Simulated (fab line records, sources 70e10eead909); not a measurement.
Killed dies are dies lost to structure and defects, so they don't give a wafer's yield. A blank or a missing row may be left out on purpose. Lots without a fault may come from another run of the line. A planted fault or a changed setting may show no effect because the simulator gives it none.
Which tool did it? | flow nand_harc | 11 lots, 32 wafers sampled, at 4 steps of a route of 1302

WHAT THE GAUGES READ, wafer by wafer
NHARC_P_M1_CD_MEAS_09: target cd 130 nm.
lot  | measured     | on        | cd_nm (nm)
L130 | day 7 03:17  | cd_sem-03 | 129.3 128.4 129.7
L129 | day 7 03:35  | cd_sem-03 | 130.1 130.4 131.8
L132 | day 7 19:59  | cd_sem-02 | 129.4 128.5 130.0
L135 | day 9 09:04  | cd_sem-03 | 130.8 129.6 130.2
L137 | day 10 03:58 | cd_sem-02 | 129.5 130.2 129.3
L138 | day 10 12:46 | cd_sem-01 | 129.9 128.6 129.5
L143 | day 12 05:32 | cd_sem-01 | 122.7 123.3
L145 | day 13 06:51 | cd_sem-02 | 124.2 123.3 129.8
L149 | day 14 23:34 | cd_sem-02 | 128.8 130.1 129.4
L150 | day 15 20:17 | cd_sem-02 | 128.4 128.6 129.1
L151 | day 15 22:13 | cd_sem-01 | 129.9 129.9 129.5

WHICH TOOL RAN EACH LOT (tool, then ch and the chambers of the sampled wafers, then the start)
lot  | NHARC_P_M0_PVD_20                       | NHARC_P_M0_PRE_CLEAN_31        | NHARC_P_M1_PEB_07
L130 | pvd_sputter-03, day 7 01:57 or earlier  | pecvd-02 ch 0,1,2, day 7 01:57 | litho_track-04 ch 0, day 7 03:12
L129 | pvd_sputter-01, day 7 02:17 or earlier  | pecvd-03 ch 1,2, day 7 02:17   | litho_track-06 ch 0, day 7 03:30
L132 | pvd_sputter-03, day 7 18:41 or earlier  | pecvd-02 ch 0,2, day 7 18:41   | litho_track-04 ch 0, day 7 19:55
L135 | pvd_sputter-02, day 9 07:44 or earlier  | pecvd-02 ch 1,2, day 9 07:44   | litho_track-06 ch 0, day 9 08:59
L137 | pvd_sputter-01, day 10 02:46 or earlier | pecvd-01 ch 0,2, day 10 02:46  | litho_track-06 ch 0, day 10 03:53
L138 | pvd_sputter-02, day 10 11:34 or earlier | pecvd-03 ch 1,2, day 10 11:34  | litho_track-01 ch 0, day 10 12:41
L143 | pvd_sputter-03, day 12 04:22 or earlier | pecvd-02 ch 0,2, day 12 04:22  | litho_track-06 ch 0, day 12 05:27
L145 | pvd_sputter-01, day 13 05:38 or earlier | pecvd-02 ch 1,2, day 13 05:38  | litho_track-06 ch 0, day 13 06:46
L149 | pvd_sputter-02, day 14 22:23 or earlier | pecvd-02 ch 0,1, day 14 22:23  | litho_track-04 ch 0, day 14 23:29
L150 | pvd_sputter-02, day 15 18:50 or earlier | pecvd-02 ch 0,2, day 15 18:50  | litho_track-01 ch 0, day 15 20:13
L151 | pvd_sputter-01, day 15 20:54 or earlier | pecvd-02 ch 0,2, day 15 20:54  | litho_track-04 ch 0, day 15 22:08
- NHARC_P_M0_PVD_20: deposits TaN, target thk 5 nm, time 8.06 s.
- NHARC_P_M0_PRE_CLEAN_31: time 12 s.
- NHARC_P_M1_PEB_07: peb time 65 s.

THE ANSWER, worked out from the rows above alone
Rule: what is usual is taken from the lots themselves. Put in order of their means at a reading, lots are off if they are a third of the lots or fewer, leave a main group of 4 or more, and stand apart from it by a gap of 3 or more times the standard deviation of the main group's means; of several such gaps the widest counts. A main group whose means are all the same, to the digits that the tables above print for the reading, isn't used. A lot without any number at a reading at which 4 lots or more have one is off too. The other lots that the step has rows for count as sound.
Off: L143, L145, at NHARC_P_M1_CD_MEAS_09 (cd_nm). The main group: mean 129.6 nm, standard deviation 0.57.
A tool fits if, at a process step before that reading, it ran every lot that is off, and no sound lot after the first of them. The gauges at NHARC_P_M1_CD_MEAS_09 are tried like those tools. NHARC_P_M0_PVD_20 gives no start for some lots, so the hours and the order of its lots are those of NHARC_P_M0_PRE_CLEAN_31. One fits: litho_track-06 at NHARC_P_M1_PEB_07. Its last sound lot is L137 (day 10 03:53), its first lot that is off L143 (day 12 05:27): a fault that began between those two fits.

WHAT THE SIMULATOR HAD PUT IN
Process parameter drift: litho_track-06, from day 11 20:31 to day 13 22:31, at NHARC_P_M1_PEB_07. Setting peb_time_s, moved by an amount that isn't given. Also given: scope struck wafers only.
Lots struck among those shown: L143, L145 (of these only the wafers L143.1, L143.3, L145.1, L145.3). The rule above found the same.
